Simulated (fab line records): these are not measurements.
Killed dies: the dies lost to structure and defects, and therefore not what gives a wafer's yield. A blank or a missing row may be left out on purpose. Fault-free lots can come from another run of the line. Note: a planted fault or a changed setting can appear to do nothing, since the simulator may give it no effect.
Which tool was responsible? + flow nand_harc + 45 wafers from 15 lots sampled at 4 of the route's 1159 steps

WHAT THE GAUGES SHOWED, per wafer
NHARC_P_BONDPAD_OVL_MEAS_38.
| lot  | measured     | on         | overlay_x_nm (nm) | overlay_y_nm (nm) |
|------|--------------|------------|-------------------|-------------------|
| L805 | day 6 07:46  | overlay-01 | 8 8 8             | -6 -7 -6          |
| L811 | day 7 17:50  | overlay-01 | - - -             | - - -             |
| L812 | day 8 04:58  | overlay-02 | - - -             | - - -             |
| L813 | day 8 10:31  | overlay-01 | - - -             | - - -             |
| L814 | day 8 19:25  | overlay-02 | 2 2 2             | 4 5 4             |
| L815 | day 9 01:10  | overlay-02 | -13 -13 -13       | -2 -1 -1          |
| L818 | day 9 15:57  | overlay-02 | -4 -4 -4          | -2 -3 -2          |
| L820 | day 10 06:03 | overlay-02 | -3 -3 -2          | 1 1 1             |
| L819 | day 10 07:20 | overlay-01 | 4 4 4             | 3 2 2             |
| L821 | day 10 18:23 | overlay-02 | 3 3 3             | -1 -1 -1          |
| L822 | day 10 19:15 | overlay-02 | 11 12 11          | 3 3 2             |
| L824 | day 10 21:52 | overlay-02 | 3 4 4             | -7 -6 -6          |
| L823 | day 10 22:59 | overlay-02 | -2 -2 -2          | 4 4 4             |
| L826 | day 11 08:56 | overlay-02 | 0 0 -1            | 7 7 8             |
| L828 | day 12 00:10 | overlay-02 | -1 -1 -2          | 0 0 0             |

WHAT TOOL EACH LOT RAN ON (gives the tool, then ch and the chambers of the sampled wafers, and finally the start)
| lot  | NHARC_P_M2_DEP_33               | NHARC_P_BONDPAD_CMP_32        | NHARC_P_BONDPAD_EXPOSE_06         |
|------|---------------------------------|-------------------------------|-----------------------------------|
| L805 | pecvd-03 ch 0,1,2, day 6 06:11  | cmp-02 ch 0,1, day 6 07:01    | krf_scanner-01 ch 0, day 6 07:32  |
| L811 | pecvd-03 ch 0,2, day 7 16:07    | cmp-02 ch 0,1,3, day 7 16:56  | krf_scanner-04, day 7 17:36       |
| L812 | pecvd-01 ch 0,1,2, day 8 03:16  | cmp-03 ch 0,1,2, day 8 04:05  | krf_scanner-01, day 8 04:43       |
| L813 | pecvd-03 ch 0,2, day 8 08:58    | cmp-03 ch 0,1,2, day 8 09:44  | krf_scanner-01, day 8 10:17       |
| L814 | pecvd-04 ch 0,2, day 8 17:40    | cmp-01 ch 1,2,3, day 8 18:32  | krf_scanner-04 ch 0, day 8 19:10  |
| L815 | pecvd-04 ch 0,2, day 8 23:32    | cmp-01 ch 0,1,3, day 9 00:18  | krf_scanner-03 ch 0, day 9 00:56  |
| L818 | pecvd-01 ch 0,1, day 9 13:56    | cmp-01 ch 0,1,2, day 9 15:02  | krf_scanner-01 ch 0, day 9 15:43  |
| L820 | pecvd-01 ch 0,1, day 10 04:21   | cmp-01 ch 0,1,2, day 10 05:08 | krf_scanner-01 ch 0, day 10 05:49 |
| L819 | pecvd-04 ch 0,1,2, day 10 05:40 | cmp-01 ch 0,2,3, day 10 06:36 | krf_scanner-01 ch 0, day 10 07:05 |
| L821 | pecvd-03 ch 2, day 10 16:34     | cmp-03 ch 1,2, day 10 17:28   | krf_scanner-03 ch 0, day 10 18:08 |
| L822 | pecvd-03 ch 0,2, day 10 17:28   | cmp-01 ch 1,2, day 10 18:20   | krf_scanner-01 ch 0, day 10 19:01 |
| L824 | pecvd-03 ch 0,2, day 10 20:01   | cmp-01 ch 1,2,3, day 10 20:58 | krf_scanner-04 ch 0, day 10 21:38 |
| L823 | pecvd-03 ch 1,2, day 10 21:16   | cmp-02 ch 0,1, day 10 22:05   | krf_scanner-01 ch 0, day 10 22:44 |
| L826 | pecvd-04 ch 0,1,2, day 11 07:20 | cmp-03 ch 1,2,3, day 11 08:12 | krf_scanner-01 ch 0, day 11 08:43 |
| L828 | pecvd-01 ch 1,2, day 11 22:27   | cmp-01 ch 0,1,2, day 11 23:18 | krf_scanner-03 ch 0, day 11 23:56 |
- NHARC_P_M2_DEP_33: deposits SiCN, target thk 30 nm.
- NHARC_P_BONDPAD_CMP_32: polishes SiCN, target thk 200 nm.
- NHARC_P_BONDPAD_EXPOSE_06: exposes mask P BPAD.

WHAT THE TOOLS THEMSELVES READ (means of the sampled wafers that have a number; where no wafer has one, the mark that the record gives instead)
NHARC_P_M2_DEP_33.
| lot  | tool     | heater_power_w (W) |
|------|----------|--------------------|
| L805 | pecvd-03 | 530                |
| L811 | pecvd-03 | 558                |
| L812 | pecvd-01 | 549                |
| L813 | pecvd-03 | 555                |
| L814 | pecvd-04 | 633                |
| L815 | pecvd-04 | 648                |
| L818 | pecvd-01 | 576                |
| L820 | pecvd-01 | 606                |
| L819 | pecvd-04 | 558                |
| L821 | pecvd-03 | 611                |
| L822 | pecvd-03 | 509                |
| L824 | pecvd-03 | 569                |
| L823 | pecvd-03 | 630                |
| L826 | pecvd-04 | 593                |
| L828 | pecvd-01 | 591                |

NHARC_P_BONDPAD_CMP_32.
| lot  | tool   | motor_current_A (A) |
|------|--------|---------------------|
| L805 | cmp-02 | 13.2                |
| L811 | cmp-02 | 12.4                |
| L812 | cmp-03 | 11.7                |
| L813 | cmp-03 | 11.6                |
| L814 | cmp-01 | 11.5                |
| L815 | cmp-01 | 12.3                |
| L818 | cmp-01 | 11.5                |
| L820 | cmp-01 | 11.3                |
| L819 | cmp-01 | 11.8                |
| L821 | cmp-03 | 11.7                |
| L822 | cmp-01 | 11.0                |
| L824 | cmp-01 | 11.9                |
| L823 | cmp-02 | 13.3                |
| L826 | cmp-03 | 12.8                |
| L828 | cmp-01 | 11.5                |

NHARC_P_BONDPAD_EXPOSE_06.
| lot  | tool           | exposure_dose_mJ_cm2 | focus_offset_nm (nm) |
|------|----------------|----------------------|----------------------|
| L805 | krf_scanner-01 | 37.05                | 0.0                  |
| L811 | krf_scanner-04 | -                    | -                    |
| L812 | krf_scanner-01 | -                    | -                    |
| L813 | krf_scanner-01 | -                    | -                    |
| L814 | krf_scanner-04 | 37.01                | -0.2                 |
| L815 | krf_scanner-03 | 36.98                | -0.3                 |
| L818 | krf_scanner-01 | 37.08                | -0.3                 |
| L820 | krf_scanner-01 | 37.00                | 0.4                  |
| L819 | krf_scanner-01 | 37.12                | -0.5                 |
| L821 | krf_scanner-03 | 37.03                | -0.4                 |
| L822 | krf_scanner-01 | 37.12                | -0.3                 |
| L824 | krf_scanner-04 | 37.04                | 0.3                  |
| L823 | krf_scanner-01 | 37.09                | -0.4                 |
| L826 | krf_scanner-01 | 37.02                | 0.2                  |
| L828 | krf_scanner-03 | 37.03                | 0.1                  |

THE ANSWER, worked out from the rows above alone
Rule: the usual values come from the lots themselves. The widest of any qualifying gaps counts: lots, ordered by their means at a reading, are off when they make up no more than a third of the lots, leave a main group of 4 or more, and stand apart from it by 3 or more times the standard deviation of that group's means. The tables above print the reading to a certain number of digits; a main group whose means all agree to those digits is not used. Also off: a lot with no number at a reading for which 4 or more lots have one. The other lots that the step has rows for count as sound. The gauges are gone through in route order, then the tools' own readings, and for those a lot's mean is taken as printed above. The first step at which some lot is off is used, and at that step the reading that is off furthest; a lot without a number counts as furthest.
Off at NHARC_P_BONDPAD_OVL_MEAS_38 (overlay_x_nm): L811, L812, L813. Without a number there: L811, L812, L813. Mean 1 nm and standard deviation 6 in the main group.
If a tool, at a process step before that reading, ran all the lots that are off and no sound lot after the first of them, it fits. Not tried: the gauges at NHARC_P_BONDPAD_OVL_MEAS_38; whatever is off there is also off at NHARC_P_BONDPAD_EXPOSE_06, on other tools, and gauge error can't account for it. Not one of the candidates tried fits.

WHAT THE SIMULATOR HAD INSERTED
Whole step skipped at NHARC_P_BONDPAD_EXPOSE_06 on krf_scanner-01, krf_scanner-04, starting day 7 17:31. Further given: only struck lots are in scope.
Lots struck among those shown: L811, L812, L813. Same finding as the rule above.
